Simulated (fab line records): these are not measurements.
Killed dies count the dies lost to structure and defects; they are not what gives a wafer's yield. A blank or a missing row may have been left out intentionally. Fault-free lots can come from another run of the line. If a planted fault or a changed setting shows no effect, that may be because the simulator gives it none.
Chamber matching + flow nand_harc + 4 sister chambers for NHARC_A_ZERO_WELL_DESCUM_12 on rie_diel-04
The step chemistry O2, time 3 s. 7 wafers are shown with their chamber, then 8 later ones without.

== WAFERS WITH THEIR CHAMBER ==
| wafer  | chamber | showerhead_plenum_p_Torr (Torr) | drypump_motor_current_A (A) |
|--------|---------|---------------------------------|-----------------------------|
| L899.6 | 1       | 1.87                            | 5.73                        |
| L908.1 | 3       | 2.06                            | 5.49                        |
| L908.2 | 0       | 1.83                            | 5.55                        |
| L910.1 | 2       | 1.87                            | 5.73                        |
| L910.3 | 3       | 2.06                            | 5.49                        |
| L910.4 | 0       | 1.83                            | 5.58                        |
| L914.2 | 2       | 1.86                            | 5.71                        |

== WAFERS WITH NO CHAMBER GIVEN ==
| wafer  | showerhead_plenum_p_Torr (Torr) | drypump_motor_current_A (A) |
|--------|---------------------------------|-----------------------------|
| L914.4 | 2.06                            | 5.50                        |
| L914.6 | 1.86                            | 5.75                        |
| L913.1 | 1.86                            | 5.74                        |
| L913.5 | 1.87                            | 5.72                        |
| L913.6 | 1.86                            | 5.70                        |
| L919.1 | 1.86                            | 5.76                        |
| L919.2 | 1.86                            | 5.73                        |
| L919.5 | 1.83                            | 5.58                        |

== WHICH CHAMBER EACH ONE RAN IN ==
| wafer  | from the rows above     | in truth |
|--------|-------------------------|----------|
| L914.4 | 3                       | 3        |
| L914.6 | can't be placed: 2 or 1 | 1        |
| L913.1 | can't be placed: 2 or 1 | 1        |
| L913.5 | can't be placed: 1 or 2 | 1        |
| L913.6 | can't be placed: 2 or 1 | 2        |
| L919.1 | can't be placed: 2 or 1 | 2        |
| L919.2 | can't be placed: 2 or 1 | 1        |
| L919.5 | 0                       | 0        |
Correct placement for 2 of the 8. These rows do not allow placing 6 (true chamber among the candidates in 6). Placed wrongly: 0.
How it was worked out, from the rows above alone: a wafer's distance from a chamber is the root of the sum, over the readings, of the square of ((its reading less the chamber's mean) divided by the reading's scatter). If the next closest chamber is less than 2 further off than the closest, the wafer can't be placed; otherwise it belongs to the closest. The mean given for a chamber averages the wafers shown for that chamber. The scatter: the root of (the sum of the squares of (reading less its chamber's mean) over the shown wafers, divided by (wafers less chambers)).
